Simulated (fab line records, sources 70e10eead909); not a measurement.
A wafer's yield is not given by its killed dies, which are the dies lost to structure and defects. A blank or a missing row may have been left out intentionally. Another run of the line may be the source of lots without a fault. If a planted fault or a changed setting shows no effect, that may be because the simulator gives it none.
Which tool is to blame? || flow nand-harc || 12 lots with 36 wafers sampled at 5 steps, on a route of 1159 steps

== WHAT EACH GAUGE READ, for each wafer ==
NHARC_A_SGD_CUT_OVL_MEAS_10. Usual: overlay-x-nm -0.1 nm, standard deviation 0.95; overlay-y-nm -0.1 nm, standard deviation 1.1.
{"lot": "L995", "measured": "day 13 10:34", "on": "overlay-02", "overlay-x-nm (nm)": "0.7 0.9 1.0", "overlay-y-nm (nm)": "0.1 -0.3 0.0", "flag": ""}
{"lot": "L999", "measured": "day 14 13:13", "on": "overlay-02", "overlay-x-nm (nm)": "0.7 1.1 0.9", "overlay-y-nm (nm)": "1.1 1.2 1.1", "flag": ""}
{"lot": "L102", "measured": "day 15 16:31", "on": "overlay-01", "overlay-x-nm (nm)": "-2.2 -2.1 -2.1", "overlay-y-nm (nm)": "-0.3 -0.4 0.0", "flag": ""}
{"lot": "L103", "measured": "day 15 16:49", "on": "overlay-02", "overlay-x-nm (nm)": "-0.3 -0.3 -0.3", "overlay-y-nm (nm)": "0.2 0.6 0.3", "flag": ""}
{"lot": "L104", "measured": "day 16 02:40", "on": "overlay-02", "overlay-x-nm (nm)": "2.6 1.1 1.5", "overlay-y-nm (nm)": "-0.1 -0.6 -0.3", "flag": ""}
{"lot": "L105", "measured": "day 16 02:49", "on": "overlay-02", "overlay-x-nm (nm)": "-1.8 -1.3 -1.3", "overlay-y-nm (nm)": "2.1 2.2 2.0", "flag": ""}
{"lot": "L109", "measured": "day 16 19:41", "on": "overlay-02", "overlay-x-nm (nm)": "-0.5 -0.1 -1.0", "overlay-y-nm (nm)": "-0.1 -0.1 0.0", "flag": ""}
{"lot": "L111", "measured": "day 17 17:37", "on": "overlay-02", "overlay-x-nm (nm)": "0.1 0.1 0.3", "overlay-y-nm (nm)": "2.5 2.4 2.8", "flag": ""}
{"lot": "L113", "measured": "day 17 21:31", "on": "overlay-01", "overlay-x-nm (nm)": "-0.2 -0.2 -0.4", "overlay-y-nm (nm)": "0.0 -0.1 -0.2", "flag": ""}
{"lot": "L115", "measured": "day 18 12:27", "on": "overlay-01", "overlay-x-nm (nm)": "-1.4 -1.8 -1.4", "overlay-y-nm (nm)": "-0.4 -0.4 -0.4", "flag": ""}
{"lot": "L117", "measured": "day 18 21:21", "on": "overlay-01", "overlay-x-nm (nm)": "-0.5 -0.3 -0.1", "overlay-y-nm (nm)": "0.0 0.2 0.1", "flag": ""}
{"lot": "L118", "measured": "day 19 20:13", "on": "overlay-02", "overlay-x-nm (nm)": "0.1 0.0 -0.5", "overlay-y-nm (nm)": "-1.4 -1.1 -1.5", "flag": ""}

NHARC_END_SORT_01. Usual: killed-at-array 25, standard deviation 9.2; killed-at-other 0.8, standard deviation 1.2; killed-at-periphery 3.9, standard deviation 2.6; killed-dies 30, standard deviation 9.7; killed-open 3.4, standard deviation 1.9; killed-short 2.0, standard deviation 1.4.
{"lot": "L995", "measured": "day 20 03:15", "on": "prober-01", "killed-at-array": "20 15 21", "killed-at-other": "0 0 0", "killed-at-periphery": "7 3 7", "killed-dies": "27 18 28", "killed-open": "1 2 4", "killed-short": "0 1 4", "flag": ""}
{"lot": "L999", "measured": "day 20 19:39", "on": "prober-02", "killed-at-array": "27 35 38", "killed-at-other": "0 0 0", "killed-at-periphery": "5 6 8", "killed-dies": "32 41 46", "killed-open": "2 7 4", "killed-short": "3 1 1", "flag": ""}
{"lot": "L102", "measured": "day 21 04:19", "on": "prober-02", "killed-at-array": "29 30 24", "killed-at-other": "2 0 0", "killed-at-periphery": "1 5 1", "killed-dies": "32 35 25", "killed-open": "4 5 2", "killed-short": "1 4 2", "flag": ""}
{"lot": "L103", "measured": "day 21 03:17", "on": "prober-01", "killed-at-array": "29 32 38", "killed-at-other": "0 0 0", "killed-at-periphery": "5 6 6", "killed-dies": "34 38 44", "killed-open": "1 5 6", "killed-short": "5 3 5", "flag": ""}
{"lot": "L104", "measured": "day 21 19:04", "on": "prober-01", "killed-at-array": "23 26 24", "killed-at-other": "1 0 0", "killed-at-periphery": "4 8 4", "killed-dies": "28 34 28", "killed-open": "3 9 3", "killed-short": "0 2 3", "flag": ""}
{"lot": "L105", "measured": "day 21 19:50", "on": "prober-02", "killed-at-array": "28 25 40", "killed-at-other": "1 1 0", "killed-at-periphery": "2 2 6", "killed-dies": "31 28 46", "killed-open": "1 3 6", "killed-short": "1 4 3", "flag": ""}
{"lot": "L109", "measured": "day 22 04:14", "on": "prober-01", "killed-at-array": "30 32 30", "killed-at-other": "0 0 0", "killed-at-periphery": "0 2 0", "killed-dies": "30 34 30", "killed-open": "5 1 3", "killed-short": "2 3 4", "flag": ""}
{"lot": "L111", "measured": "day 23 09:42", "on": "prober-01", "killed-at-array": "27 31 25", "killed-at-other": "0 1 2", "killed-at-periphery": "7 7 4", "killed-dies": "34 39 31", "killed-open": "2 2 3", "killed-short": "2 4 1", "flag": ""}
{"lot": "L113", "measured": "day 23 15:56", "on": "prober-01", "killed-at-array": "25 35 26", "killed-at-other": "1 1 0", "killed-at-periphery": "2 4 0", "killed-dies": "28 40 26", "killed-open": "1 5 1", "killed-short": "1 1 0", "flag": ""}
{"lot": "L115", "measured": "day 23 23:43", "on": "prober-02", "killed-at-array": "32 33 38", "killed-at-other": "0 1 0", "killed-at-periphery": "5 5 6", "killed-dies": "37 39 44", "killed-open": "3 3 4", "killed-short": "1 4 2", "flag": ""}
{"lot": "L117", "measured": "day 24 07:37", "on": "prober-01", "killed-at-array": "34 28 34", "killed-at-other": "0 1 1", "killed-at-periphery": "2 3 6", "killed-dies": "36 32 41", "killed-open": "5 3 0", "killed-short": "3 5 3", "flag": ""}
{"lot": "L118", "measured": "day 25 15:38", "on": "prober-02", "killed-at-array": "17 27 12", "killed-at-other": "3 1 0", "killed-at-periphery": "6 2 1", "killed-dies": "26 30 13", "killed-open": "5 9 2", "killed-short": "1 1 2", "flag": ""}

== EACH LOT AND THE TOOL THAT RAN IT (in order: tool; ch and the chambers of the sampled wafers; start) ==
{"lot": "L995", "NHARC_A_SGD_CUT_ETCH_58": "rie-diel-11 ch 0,2,3, day 13 10:46", "NHARC_A_SGD_CUT_ETCH_59": "rie-diel-11 ch 0,2,3, day 13 10:50", "NHARC_A_SGD_CUT_STRIP_17": "rie-diel-11 ch 0,1,2, day 20 03:15 or earlier"}
{"lot": "L999", "NHARC_A_SGD_CUT_ETCH_58": "rie-diel-08 ch 0,2,3, day 14 13:25", "NHARC_A_SGD_CUT_ETCH_59": "rie-diel-08 ch 1,2,3, day 14 13:33", "NHARC_A_SGD_CUT_STRIP_17": "rie-diel-08 ch 0,1, day 20 19:39 or earlier"}
{"lot": "L102", "NHARC_A_SGD_CUT_ETCH_58": "rie-diel-08 ch 1,2,3, day 15 16:43", "NHARC_A_SGD_CUT_ETCH_59": "rie-diel-08 ch 2,3, day 15 16:47", "NHARC_A_SGD_CUT_STRIP_17": "rie-diel-08 ch 0,3, day 21 04:19 or earlier"}
{"lot": "L103", "NHARC_A_SGD_CUT_ETCH_58": "rie-diel-05 ch 1,3, day 15 17:02", "NHARC_A_SGD_CUT_ETCH_59": "rie-diel-05 ch 1,3, day 15 17:29", "NHARC_A_SGD_CUT_STRIP_17": "rie-diel-05 ch 0,1,3, day 21 03:17 or earlier"}
{"lot": "L104", "NHARC_A_SGD_CUT_ETCH_58": "rie-diel-08 ch 0,3, day 16 02:52", "NHARC_A_SGD_CUT_ETCH_59": "rie-diel-08 ch 0,1, day 16 02:58", "NHARC_A_SGD_CUT_STRIP_17": "rie-diel-08 ch 0,1,3, day 21 19:04 or earlier"}
{"lot": "L105", "NHARC_A_SGD_CUT_ETCH_58": "rie-diel-11 ch 1,2,3, day 16 03:00", "NHARC_A_SGD_CUT_ETCH_59": "rie-diel-11 ch 1,2,3, day 16 03:05", "NHARC_A_SGD_CUT_STRIP_17": "rie-diel-11 ch 0,2,3, day 21 19:50 or earlier"}
{"lot": "L109", "NHARC_A_SGD_CUT_ETCH_58": "rie-diel-08 ch 0,2,3, day 16 19:52", "NHARC_A_SGD_CUT_ETCH_59": "rie-diel-08 ch 1,2,3, day 16 19:59", "NHARC_A_SGD_CUT_STRIP_17": "rie-diel-08 ch 0,2, day 22 04:14 or earlier"}
{"lot": "L111", "NHARC_A_SGD_CUT_ETCH_58": "rie-diel-08 ch 0,1,2, day 17 17:47", "NHARC_A_SGD_CUT_ETCH_59": "rie-diel-08 ch 1,2,3, day 17 17:58", "NHARC_A_SGD_CUT_STRIP_17": "rie-diel-08 ch 1,3, day 23 09:42 or earlier"}
{"lot": "L113", "NHARC_A_SGD_CUT_ETCH_58": "rie-diel-08 ch 2,3, day 17 21:42", "NHARC_A_SGD_CUT_ETCH_59": "rie-diel-08 ch 0,1,2, day 17 21:52", "NHARC_A_SGD_CUT_STRIP_17": "rie-diel-08 ch 0,1, day 23 15:56 or earlier"}
{"lot": "L115", "NHARC_A_SGD_CUT_ETCH_58": "rie-diel-08 ch 0,1,2, day 18 12:39", "NHARC_A_SGD_CUT_ETCH_59": "rie-diel-08 ch 0,1,3, day 18 12:43", "NHARC_A_SGD_CUT_STRIP_17": "rie-diel-08 ch 1,2,3, day 23 23:43 or earlier"}
{"lot": "L117", "NHARC_A_SGD_CUT_ETCH_58": "rie-diel-11 ch 0,1,3, day 18 21:32", "NHARC_A_SGD_CUT_ETCH_59": "rie-diel-11 ch 1,2,3, day 18 21:38", "NHARC_A_SGD_CUT_STRIP_17": "rie-diel-11 ch 0,1,3, day 24 07:37 or earlier"}
{"lot": "L118", "NHARC_A_SGD_CUT_ETCH_58": "rie-diel-05 ch 1,2,3, day 19 20:25", "NHARC_A_SGD_CUT_ETCH_59": "rie-diel-05 ch 1,2,3, day 19 20:31", "NHARC_A_SGD_CUT_STRIP_17": "rie-diel-05 ch 0,2,3, day 25 15:38 or earlier"}
- NHARC_A_SGD_CUT_ETCH_58: etches the open film in CF4, target depth 39 nm, time 65 s.
- NHARC_A_SGD_CUT_ETCH_59: etches the open film in N2/H2, target depth 260 nm, time 406.25 s.
- NHARC_A_SGD_CUT_STRIP_17: strips in O2.

== WHAT THE TOOLS THEMSELVES READ (means of the sampled wafers that have a number; where no wafer has one, the mark that the record gives instead) ==
NHARC_A_SGD_CUT_ETCH_58. Usual: drypump-motor-current-A 5.6 A, standard deviation 0.34; oes-product-au 1.003 a.u., standard deviation 0.011; rf-vpp-V 151.8 V, standard deviation 1.2; showerhead-plenum-p-Torr 1.80 Torr, standard deviation 0.08; throttle-valve-pct 13.282 %, standard deviation 0.0085.
{"lot": "L995", "tool": "rie-diel-11", "drypump-motor-current-A (A)": 5.9, "oes-product-au (a.u.)": 1.002, "rf-vpp-V (V)": 152.6, "showerhead-plenum-p-Torr (Torr)": 1.87, "throttle-valve-pct (%)": 13.274, "flag": ""}
{"lot": "L999", "tool": "rie-diel-08", "drypump-motor-current-A (A)": 5.5, "oes-product-au (a.u.)": 1.009, "rf-vpp-V (V)": 151.6, "showerhead-plenum-p-Torr (Torr)": 1.79, "throttle-valve-pct (%)": 13.284, "flag": ""}
{"lot": "L102", "tool": "rie-diel-08", "drypump-motor-current-A (A)": 5.4, "oes-product-au (a.u.)": 1.008, "rf-vpp-V (V)": 151.4, "showerhead-plenum-p-Torr (Torr)": 1.79, "throttle-valve-pct (%)": 13.291, "flag": ""}
{"lot": "L103", "tool": "rie-diel-05", "drypump-motor-current-A (A)": 5.4, "oes-product-au (a.u.)": 1.001, "rf-vpp-V (V)": 150.7, "showerhead-plenum-p-Torr (Torr)": 1.71, "throttle-valve-pct (%)": 13.284, "flag": ""}
{"lot": "L104", "tool": "rie-diel-08", "drypump-motor-current-A (A)": 5.5, "oes-product-au (a.u.)": 0.998, "rf-vpp-V (V)": 151.9, "showerhead-plenum-p-Torr (Torr)": 1.85, "throttle-valve-pct (%)": 13.274, "flag": ""}
{"lot": "L105", "tool": "rie-diel-11", "drypump-motor-current-A (A)": 6.0, "oes-product-au (a.u.)": 1.017, "rf-vpp-V (V)": 152.9, "showerhead-plenum-p-Torr (Torr)": 1.82, "throttle-valve-pct (%)": 13.278, "flag": ""}
{"lot": "L109", "tool": "rie-diel-08", "drypump-motor-current-A (A)": 5.5, "oes-product-au (a.u.)": 1.000, "rf-vpp-V (V)": 151.8, "showerhead-plenum-p-Torr (Torr)": 1.79, "throttle-valve-pct (%)": 13.277, "flag": ""}
{"lot": "L111", "tool": "rie-diel-08", "drypump-motor-current-A (A)": 5.3, "oes-product-au (a.u.)": 1.000, "rf-vpp-V (V)": 152.0, "showerhead-plenum-p-Torr (Torr)": 1.83, "throttle-valve-pct (%)": 13.287, "flag": ""}
{"lot": "L113", "tool": "rie-diel-08", "drypump-motor-current-A (A)": 5.5, "oes-product-au (a.u.)": 1.019, "rf-vpp-V (V)": 150.8, "showerhead-plenum-p-Torr (Torr)": 1.75, "throttle-valve-pct (%)": 13.288, "flag": ""}
{"lot": "L115", "tool": "rie-diel-08", "drypump-motor-current-A (A)": 5.3, "oes-product-au (a.u.)": 1.007, "rf-vpp-V (V)": 152.0, "showerhead-plenum-p-Torr (Torr)": 1.83, "throttle-valve-pct (%)": 13.278, "flag": ""}
{"lot": "L117", "tool": "rie-diel-11", "drypump-motor-current-A (A)": 5.8, "oes-product-au (a.u.)": 0.998, "rf-vpp-V (V)": 151.8, "showerhead-plenum-p-Torr (Torr)": 1.80, "throttle-valve-pct (%)": 13.281, "flag": ""}
{"lot": "L118", "tool": "rie-diel-05", "drypump-motor-current-A (A)": 5.5, "oes-product-au (a.u.)": 1.000, "rf-vpp-V (V)": 151.7, "showerhead-plenum-p-Torr (Torr)": 1.78, "throttle-valve-pct (%)": 13.277, "flag": ""}

NHARC_A_SGD_CUT_ETCH_59. Usual: drypump-motor-current-A 5.6 A, standard deviation 0.34; oes-product-au 1.004 a.u., standard deviation 0.011; rf-vpp-V 431.8 V, standard deviation 2.9; showerhead-plenum-p-Torr 2.09 Torr, standard deviation 0.11; throttle-valve-pct 14.171 %, standard deviation 0.009.
{"lot": "L995", "tool": "rie-diel-11", "drypump-motor-current-A (A)": 5.9, "oes-product-au (a.u.)": 1.010, "rf-vpp-V (V)": 433.5, "showerhead-plenum-p-Torr (Torr)": 2.16, "throttle-valve-pct (%)": 14.170, "flag": ""}
{"lot": "L999", "tool": "rie-diel-08", "drypump-motor-current-A (A)": 5.4, "oes-product-au (a.u.)": 1.009, "rf-vpp-V (V)": 431.0, "showerhead-plenum-p-Torr (Torr)": 2.07, "throttle-valve-pct (%)": 14.177, "flag": ""}
{"lot": "L102", "tool": "rie-diel-08", "drypump-motor-current-A (A)": 5.5, "oes-product-au (a.u.)": 1.018, "rf-vpp-V (V)": 429.3, "showerhead-plenum-p-Torr (Torr)": 1.99, "throttle-valve-pct (%)": 14.172, "flag": ""}
{"lot": "L103", "tool": "rie-diel-05", "drypump-motor-current-A (A)": 5.4, "oes-product-au (a.u.)": 1.003, "rf-vpp-V (V)": 428.4, "showerhead-plenum-p-Torr (Torr)": 1.96, "throttle-valve-pct (%)": 14.164, "flag": ""}
{"lot": "L104", "tool": "rie-diel-08", "drypump-motor-current-A (A)": 5.2, "oes-product-au (a.u.)": 0.988, "rf-vpp-V (V)": 435.3, "showerhead-plenum-p-Torr (Torr)": 2.20, "throttle-valve-pct (%)": 14.162, "flag": ""}
{"lot": "L105", "tool": "rie-diel-11", "drypump-motor-current-A (A)": 6.0, "oes-product-au (a.u.)": 1.008, "rf-vpp-V (V)": 432.2, "showerhead-plenum-p-Torr (Torr)": 2.10, "throttle-valve-pct (%)": 14.163, "flag": ""}
{"lot": "L109", "tool": "rie-diel-08", "drypump-motor-current-A (A)": 5.4, "oes-product-au (a.u.)": 1.015, "rf-vpp-V (V)": 431.7, "showerhead-plenum-p-Torr (Torr)": 2.07, "throttle-valve-pct (%)": 14.174, "flag": ""}
{"lot": "L111", "tool": "rie-diel-08", "drypump-motor-current-A (A)": 5.4, "oes-product-au (a.u.)": 1.000, "rf-vpp-V (V)": 431.3, "showerhead-plenum-p-Torr (Torr)": 2.07, "throttle-valve-pct (%)": 14.166, "flag": ""}
{"lot": "L113", "tool": "rie-diel-08", "drypump-motor-current-A (A)": 5.3, "oes-product-au (a.u.)": 0.962, "rf-vpp-V (V)": 432.1, "showerhead-plenum-p-Torr (Torr)": 2.12, "throttle-valve-pct (%)": 14.171, "flag": "OFF"}
{"lot": "L115", "tool": "rie-diel-08", "drypump-motor-current-A (A)": 5.4, "oes-product-au (a.u.)": 0.959, "rf-vpp-V (V)": 432.9, "showerhead-plenum-p-Torr (Torr)": 2.15, "throttle-valve-pct (%)": 14.172, "flag": "OFF"}
{"lot": "L117", "tool": "rie-diel-11", "drypump-motor-current-A (A)": 6.0, "oes-product-au (a.u.)": 1.005, "rf-vpp-V (V)": 431.9, "showerhead-plenum-p-Torr (Torr)": 2.10, "throttle-valve-pct (%)": 14.169, "flag": ""}
{"lot": "L118", "tool": "rie-diel-05", "drypump-motor-current-A (A)": 5.5, "oes-product-au (a.u.)": 1.006, "rf-vpp-V (V)": 431.0, "showerhead-plenum-p-Torr (Torr)": 2.06, "throttle-valve-pct (%)": 14.172, "flag": ""}

NHARC_A_SGD_CUT_STRIP_17. Usual: drypump-motor-current-A 5.6 A, standard deviation 0.34; oes-product-au 1.003 a.u., standard deviation 0.012; rf-vpp-V 58.0 V, standard deviation 0.97; showerhead-plenum-p-Torr 3.60 Torr, standard deviation 0.17; throttle-valve-pct 17.036 %, standard deviation 0.0088.
{"lot": "L995", "tool": "rie-diel-11", "drypump-motor-current-A (A)": 5.6, "oes-product-au (a.u.)": 0.992, "rf-vpp-V (V)": 58.0, "showerhead-plenum-p-Torr (Torr)": 3.60, "throttle-valve-pct (%)": 17.034, "flag": ""}
{"lot": "L999", "tool": "rie-diel-08", "drypump-motor-current-A (A)": 5.4, "oes-product-au (a.u.)": 0.994, "rf-vpp-V (V)": 58.4, "showerhead-plenum-p-Torr (Torr)": 3.78, "throttle-valve-pct (%)": 17.037, "flag": ""}
{"lot": "L102", "tool": "rie-diel-08", "drypump-motor-current-A (A)": 5.5, "oes-product-au (a.u.)": 0.996, "rf-vpp-V (V)": 58.1, "showerhead-plenum-p-Torr (Torr)": 3.70, "throttle-valve-pct (%)": 17.035, "flag": ""}
{"lot": "L103", "tool": "rie-diel-05", "drypump-motor-current-A (A)": 5.7, "oes-product-au (a.u.)": 1.007, "rf-vpp-V (V)": 57.6, "showerhead-plenum-p-Torr (Torr)": 3.50, "throttle-valve-pct (%)": 17.043, "flag": ""}
{"lot": "L104", "tool": "rie-diel-08", "drypump-motor-current-A (A)": 5.4, "oes-product-au (a.u.)": 1.006, "rf-vpp-V (V)": 57.8, "showerhead-plenum-p-Torr (Torr)": 3.70, "throttle-valve-pct (%)": 17.042, "flag": ""}
{"lot": "L105", "tool": "rie-diel-11", "drypump-motor-current-A (A)": 5.9, "oes-product-au (a.u.)": 1.002, "rf-vpp-V (V)": 58.5, "showerhead-plenum-p-Torr (Torr)": 3.72, "throttle-valve-pct (%)": 17.034, "flag": ""}
{"lot": "L109", "tool": "rie-diel-08", "drypump-motor-current-A (A)": 5.4, "oes-product-au (a.u.)": 1.004, "rf-vpp-V (V)": 57.9, "showerhead-plenum-p-Torr (Torr)": 3.54, "throttle-valve-pct (%)": 17.030, "flag": ""}
{"lot": "L111", "tool": "rie-diel-08", "drypump-motor-current-A (A)": 5.3, "oes-product-au (a.u.)": 1.004, "rf-vpp-V (V)": 58.5, "showerhead-plenum-p-Torr (Torr)": 3.69, "throttle-valve-pct (%)": 17.035, "flag": ""}
{"lot": "L113", "tool": "rie-diel-08", "drypump-motor-current-A (A)": 5.4, "oes-product-au (a.u.)": 0.988, "rf-vpp-V (V)": 58.9, "showerhead-plenum-p-Torr (Torr)": 3.77, "throttle-valve-pct (%)": 17.037, "flag": ""}
{"lot": "L115", "tool": "rie-diel-08", "drypump-motor-current-A (A)": 5.4, "oes-product-au (a.u.)": 1.008, "rf-vpp-V (V)": 57.4, "showerhead-plenum-p-Torr (Torr)": 3.57, "throttle-valve-pct (%)": 17.038, "flag": ""}
{"lot": "L117", "tool": "rie-diel-11", "drypump-motor-current-A (A)": 5.8, "oes-product-au (a.u.)": 1.010, "rf-vpp-V (V)": 58.7, "showerhead-plenum-p-Torr (Torr)": 3.59, "throttle-valve-pct (%)": 17.037, "flag": ""}
{"lot": "L118", "tool": "rie-diel-05", "drypump-motor-current-A (A)": 5.6, "oes-product-au (a.u.)": 0.993, "rf-vpp-V (V)": 57.1, "showerhead-plenum-p-Torr (Torr)": 3.55, "throttle-valve-pct (%)": 17.036, "flag": ""}

== THE ANSWER, worked out from the rows above alone ==
Rule: take the mean of a lot's wafers that have a number; if it is more than 3 standard deviations from the usual mean, the lot is off. A lot without any number at a reading at which 4 lots or more have one is off too. Where the step has rows for the other lots, those lots are counted as sound. The gauges are gone through in route order, then the tools' own readings, and for those a lot's mean is taken as printed above. The first step at which some lot is off is used, and at that step the reading that is off furthest; a lot without a number counts as furthest.
Off: L113, L115 (NHARC_A_SGD_CUT_ETCH_59, oes-product-au).
If a tool, at that step or one of the process steps before it, ran each lot that is off and ran no sound lot following the first of them, it fits. One fits: rie-diel-08 at NHARC_A_SGD_CUT_ETCH_58 and NHARC_A_SGD_CUT_ETCH_59. At NHARC_A_SGD_CUT_ETCH_58 its last sound lot is L111 (day 17 17:47), its first lot that is off L113 (day 17 21:42): a fault that began between those two fits.

== WHAT WAS PUT IN BY THE SIMULATOR ==
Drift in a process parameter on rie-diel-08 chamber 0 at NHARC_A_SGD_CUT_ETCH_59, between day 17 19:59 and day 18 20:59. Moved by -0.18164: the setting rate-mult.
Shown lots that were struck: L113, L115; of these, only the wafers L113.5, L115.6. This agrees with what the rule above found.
